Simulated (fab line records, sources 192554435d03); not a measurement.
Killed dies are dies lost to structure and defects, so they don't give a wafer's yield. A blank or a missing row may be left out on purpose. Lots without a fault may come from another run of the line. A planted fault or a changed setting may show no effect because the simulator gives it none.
A struck lot beside a sound one | flow n5_finfet | 18 steps out of a route of 1938
Sound: wafers L731.1, L731.5, L731.6. Struck: wafers L741.1, L741.2, L741.3. The cause comes at the end.
At each step with rows: each side's tool, then ch and its chambers, then its first start. Under that, the readings that differ: sound wafers | struck wafers | difference of the means | sigmas: that difference in standard deviations of wafers without a fault.
alike: readings whose means differ by less than 2 such deviations, and words and numbers that are the same on both sides. not compared: withheld readings, readings that some wafer has no value for, bounds like >300 that may hide the same value, and numbers for which the record gives no deviation and whose values overlap.
The two part at a step that has a row with sigmas, a row that says differs or no value, or rows on one side only. Numbers that don't overlap but have no deviation are shown without sigmas and don't part them. A reading that every wafer of one side lacks parts them only if that side has two wafers or more.

N5_FIN_SAQP_INSPECT_18: inspects for defects (brightfield).
  sound on defect_inspect-01, day 3 09:25; struck on defect_inspect-01, day 5 22:47
  alike: raw_defect_count
N5_FIN_SAQP_DESCUM_21: chemistry O2, time 7.9 s.
  sound on rie_diel-01 ch 0,1, day 3 09:41; struck on rie_diel-01 ch 1,2,3, day 5 22:49
  alike: bias_power_w, drypump_motor_current_A, oes_product_au, rf_vpp_V, showerhead_plenum_p_Torr, throttle_valve_pct
  not compared: rf_hours_counter_h
N5_FIN_SAQP_ETCH_51: etches SiARC in CF4, target depth 45.5 nm, time 75.8 s.
  sound on rie_diel-01 ch 0,1, day 3 09:43; struck on rie_diel-01 ch 1,2,3, day 5 22:52
  alike: drypump_motor_current_A, etch_rf_on_time_s, oes_product_au, rf_vpp_V, showerhead_plenum_p_Torr, throttle_valve_pct
  not compared: rf_hours_counter_h
N5_FIN_SAQP_ETCH_52: etches SOC in N2/H2, target depth 100 nm, overetch 20 nm, time 150 s.
  sound on rie_diel-01 ch 0,1, day 3 09:47; struck on rie_diel-01 ch 1,2,3, day 5 22:55
  alike: drypump_motor_current_A, oes_product_au, rf_vpp_V, showerhead_plenum_p_Torr, throttle_valve_pct
  not compared: rf_hours_counter_h
then, 4 steps without rows for these wafers: N5_FIN_SAQP_STRIP_53 (strips in N2/H2); N5_FIN_SAQP_HM_OPEN_73 (chemistry CHF3/O2, target SiO2, stops on a-Si, target depth 12 nm, time 16.8 s); N5_FIN_SAQP_STRIP_74 (strips in CHF3/O2); N5_FIN_SAQP_MANDREL_ETCH_22 (etches a-Si in HBr/Cl2, stops on SiNx, target depth 60 nm, bt time 10 s, time 30 s).
N5_FIN_SAQP_STRIP_55: strips in N2/H2.
  sound on rie_diel-04 ch 1,2, day 3 10:04; struck on rie_diel-01 ch 1,2,3, day 5 23:13
  alike: bias_power_w, drypump_motor_current_A, oes_product_au, rf_vpp_V, showerhead_plenum_p_Torr, throttle_valve_pct
  not compared: rf_hours_counter_h
then, 2 steps without rows for these wafers: N5_FIN_SAQP_STRIP_23 (strips in SPM, time 750 s); N5_FIN_SAQP_SRD_66 (time 30 s).
N5_FIN_SAQP_RECESS_75: chemistry HF/NH3, target SiO2, target depth 14.4 nm, afs cycles 3, sublimation time 60 s.
  sound on vapor_etch-01 ch 0,1, day 3 10:23; struck on vapor_etch-01 ch 0,1, day 5 23:32
  alike: drypump_motor_current_A
N5_FIN_SAQP_SPACER1_ALD_24: deposits SiO2, target thk 20.3 nm, pulse time 1 s, purge time 2 s.
  sound on ald_sin-04 ch 2,3, day 3 10:46; struck on ald_sin-04 ch 0,2,3, day 5 23:56
  reading                                           | sound                | struck               | difference | sigmas
  susceptor_temp_C (C)                              | 299.70 299.87 299.99 | 317.19 317.00 317.01 | +17.21     | +78
  model.SiO2_of_FIN_SAQP_SPACER1_ALD_24.thk_nm (nm) | 20.4 20.4 20.4       | 19.6 20 19.8         | -0.6       |
  alike: heater_power_w, precursor_pulse_height_rel
then, 1 step without rows for these wafers: N5_FIN_SAQP_SPACER1_ETCHBACK_25 (etches SiO2 in CHF3/O2, target depth 24.4 nm, time 12.2 s).
N5_FIN_SAQP_MANDREL1_REMOVE_56: chemistry HBr/Cl2/O2, target a-Si, stops on SiNx, bt time 10 s.
  sound on rie_si-02 ch 1,2, day 3 11:35; struck on rie_si-04 ch 1,2,3, day 6 00:44
  reading                   | sound          | struck       | difference | sigmas
  model.FIN_SAQP.cd_nm (nm) | 20.6 20.4 20.6 | 19.6 20 19.8 | -0.7       |
  alike: drypump_motor_current_A, he_backside_leak_sccm, oes_product_au, throttle_valve_pct
  not compared: rf_hours_counter_h
N5_FIN_SAQP_CD_MEAS_27: target cd 20 nm.
  sound on cd_sem-02 ch 0, day 3 11:41; struck on cd_sem-01 ch 0, day 6 00:50
  reading    | sound             | struck            | difference | sigmas
  cd_nm (nm) | 20.58 19.99 20.66 | 19.82 20.02 19.74 | -0.55      | -2
-- the record jumps here: 6 days lie between the struck wafers' starts before and after (it left off in module FIN_SAQP and takes up again in module BEOL_M4, whose first step shown is number 1111 of the route) --
N5_BEOL_M4_RC_MEAS_101:
  sound on prober-02 ch 0, day 9 08:48; struck on prober-02 ch 0, day 12 07:58
  reading       | sound          | struck         | difference | sigmas
  SS_P (mV/dec) | 75.0 75.2 75.3 | 72.6 74.0 72.7 | -2.1       | -2
  alike: DIBL_N, DIBL_P, IOFF_N, IOFF_P, ION_N, ION_P, SS_N, VT_N, VT_P
-- the record jumps here: 5 days lie between the struck wafers' starts before and after (it left off in module BEOL_M4 and takes up again in module PASSIVATION, whose first step shown is number 1936 of the route) --
N5_PASSIVATION_PROBE_49:
  sound on prober-01, day 13 23:28; struck on prober-01, day 17 02:44
  alike: defect_limited_yield, killed_at_M0_to_M3, killed_at_M4_up, killed_at_contacts, killed_at_front_end, killed_at_other, killed_dies, killed_open, killed_short, sort_bin_5_function, sort_bin_6_memory, sort_bin_8_speed, sort_n_pass

WHERE THEY PART
First at N5_FIN_SAQP_SPACER1_ALD_24; last, within this record, at N5_BEOL_M4_RC_MEAS_101. Later steps at which nothing parts them and some readings are alike: N5_PASSIVATION_PROBE_49.

WHY: what the simulator had put in
Process parameter drift: ald_sin-04, from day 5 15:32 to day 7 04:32, at N5_FIN_SAQP_SPACER1_ALD_24. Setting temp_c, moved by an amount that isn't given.
